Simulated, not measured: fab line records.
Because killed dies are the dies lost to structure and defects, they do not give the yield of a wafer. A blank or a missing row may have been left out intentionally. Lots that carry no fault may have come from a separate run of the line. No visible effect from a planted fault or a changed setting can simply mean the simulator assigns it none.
Struck lot and sound lot, side by side + flow n5-finfet + 37 steps out of a route of 1938
Sound: wafers L664.2, L664.3, L664.4. Struck: wafer L676.5 (left out: L676.6, a lot-mate that was not struck); the cause follows at the end.
Per side, at each step with rows, come the tool, then ch with its chambers, and then its first start. Under that, the readings that differ: sound wafers + struck wafers + difference of the means + sigmas: that difference in standard deviations of wafers without a fault.
alike: words and numbers the same on both sides, and readings whose means are apart by under 2 such deviations; not compared: readings that were withheld, readings missing a value for some wafer, numbers with overlapping values and no deviation given by the record, and bounds like >300 which may hide the same value.
Wherever a step has rows on one side only, a row that says differs or no value, or a row with sigmas, the two part there. Non-overlapping numbers with no deviation appear without sigmas and do not part them. A reading that every wafer of one side lacks parts them only if that side has two wafers or more.

first, 10 steps without rows for these wafers: N5_DUMMY_GATE_ETCH_44 (etches poly-Si in HBr/O2, stops on SiO2, target depth 127.5 nm); N5_DUMMY_GATE_ETCH_42 (etches SiO2 in CHF3/O2, target depth 3.5 nm, time 31 s); N5_DUMMY_GATE_STRIP_48 (strips in N2/H2, time 20 s); N5_DUMMY_GATE_PRECLEAN_33 (cleans in dHF, time 10 s); N5_DUMMY_GATE_PRECLEAN_25 (cleans in O3/DIW, time 45 s); N5_DUMMY_GATE_PRECLEAN_51 (cleans in SC2, time 45 s); N5_DUMMY_GATE_SRD_26 (time 30 s); N5_DUMMY_GATE_UV_OZONE_45 (time 120 s); N5_SPACER0_ALD_07 (deposits SiNx, target thk 2 nm); N5_SPACER0_ALD_00 (deposits SiOCN, target thk 3.5 nm, pulse time 3 s, purge time 2 s).
N5_SPACER0_ALD_08: deposits SiNx, target thk 2 nm.
  sound on ald-sin-01 ch 0,2,3, day 3 01:04; struck on ald-sin-02 ch 2, day 6 02:19
| reading                                  | sound | struck | difference | sigmas |
|------------------------------------------|-------|--------|------------|--------|
| model.SiNx_of_SPACER0_ALD_08.thk-nm (nm) | 2 2 2 | 3.8    | +1.8       |        |
  alike: heater-power-outer-w, heater-power-w
then, 18 steps without rows for these wafers: N5_SD_EPI_N_COAT_32 (time 60 s, resist thk 350 nm); N5_SD_EPI_N_COAT_33 (time 60 s, resist thk 35 nm); N5_SD_EPI_N_COAT_03 (resist thk 150 nm); N5_SD_EPI_N_EBR_05; N5_SD_EPI_N_SOFTBAKE_04 (time 60 s); N5_SD_EPI_N_EXPOSE_06 (exposes mask SD N BLK, target cd 120 nm); N5_SD_EPI_N_PEB_07 (peb time 60 s); N5_SD_EPI_N_DEVELOP_08 (develop time 30 s); N5_SD_EPI_N_DESCUM_14 (chemistry O2, time 7.9 s); N5_SD_EPI_N_ETCH_34 (etches SiARC in CF4, target depth 45.5 nm, time 75.8 s); N5_SD_EPI_N_ETCH_35 (etches SOC in N2/H2, overetch 108 nm, time 486 s); N5_SD_EPI_N_STRIP_36 (strips in N2/H2); N5_SD_EPI_N_ETCHBACK_44 (etches SiNx in CH3F/O2, stops on SiO2, target depth 14.5 nm); N5_SD_EPI_N_ETCH_45 (etches SiOCN in CH3F/O2, target depth 6 nm); N5_SD_EPI_N_ETCH_16 (etches SiO2 in CHF3/O2, target depth 5 nm); N5_SD_EPI_N_STRIP_47 (strips in CHF3/O2); N5_SD_EPI_N_SD_RECESS_17 (chemistry HBr/Cl2/O2, target depth 41 nm, time 23.7 s, bt time 3 s); N5_SD_EPI_N_STRIP_38 (strips in N2/H2).
N5_SD_EPI_N_WET_ETCH_43: etches SiO2 in dHF, time 14 s, target depth 1.5 nm.
  sound on wet-bench-06 ch 0,2,7, day 3 02:43; struck on wet-bench-01 ch 4, day 6 03:51
| reading                                  | sound       | struck | difference | sigmas |
|------------------------------------------|-------------|--------|------------|--------|
| model.SiNx_of_SPACER0_ALD_08.thk-nm (nm) | 1.4 1.4 1.6 | 3.2    | +1.7       |        |
then, 5 steps without rows for these wafers: N5_SD_EPI_N_STRIP_18 (strips in SPM, time 750 s); N5_SD_EPI_N_SRD_20 (time 30 s); N5_SD_EPI_N_PRECLEAN_48 (cleans in NF3:NH3, afs cycles 2, time 20 s, sublimation time 60 s); N5_SD_EPI_N_VAPOR_ETCH_50 (etches Si in HCl, time 54 s); N5_SD_EPI_N_EPI_21 (deposits Si:P, time 690 s).
-- the record jumps here: 5 days lie between the struck wafers' starts before and after (it left off in module SD_EPI_N and takes up again in module BEOL_M4, whose first step shown is number 1111 of the route) --
N5_BEOL_M4_RC_MEAS_101:
  sound on prober-02 ch 0, day 7 19:30; struck on prober-02 ch 0, day 11 13:51
| reading         | sound             | struck | difference | sigmas |
|-----------------|-------------------|--------|------------|--------|
| DIBL_N (mV/V)   | 38.2 37.0 41.6    | 28.1   | -10.8      | -4     |
| DIBL_P (mV/V)   | 37 37 42          | 29     | -10        | -3     |
| IOFF_N (nA/um)  | 0.18 0.16 0.28    | 0.07   | -0.14      | -2     |
| IOFF_P (nA/um)  | 0.21 0.23 0.30    | 0.08   | -0.17      | -3     |
| ION_N (uA/um)   | 675 676 683       | 601    | -77        | -5     |
| ION_P (uA/um)   | 457 469 459       | 408    | -54        | -5     |
| REXT_N (ohm.um) | 75.1 76.4 75.8    | 97.7   | +21.9      | +12    |
| REXT_P (ohm.um) | 100.9 102.5 102.9 | 128.5  | +26.4      | +9     |
| SS_N (mV/dec)   | 72.1 71.6 73.3    | 70.5   | -1.8       | -2     |
| VT_N (mV)       | 252 249 246       | 261    | +12        | +3     |
| VT_N_LVT (mV)   | 100 99 94         | 107    | +9         | +2     |
| VT_P (mV)       | -251 -249 -245    | -270   | -22        | -6     |
| VT_P_LVT (mV)   | -98 -98 -95       | -115   | -18        | -5     |
  alike: SS_P
-- record jumps: 5 days separate the struck wafers' starts on either side; left off in module BEOL_M4, taken up again in module PASSIVATION, whose first shown step is the route's number 1936 --
N5_PASSIVATION_PROBE_49:
  rows exist in the record for the struck wafers here (prober-02, day 16 16:41), but not for the sound ones

== WHERE THEY PART ==
Earliest at N5_BEOL_M4_RC_MEAS_101; latest, in this record, at N5_PASSIVATION_PROBE_49.

WHY: what had been put in by the simulator
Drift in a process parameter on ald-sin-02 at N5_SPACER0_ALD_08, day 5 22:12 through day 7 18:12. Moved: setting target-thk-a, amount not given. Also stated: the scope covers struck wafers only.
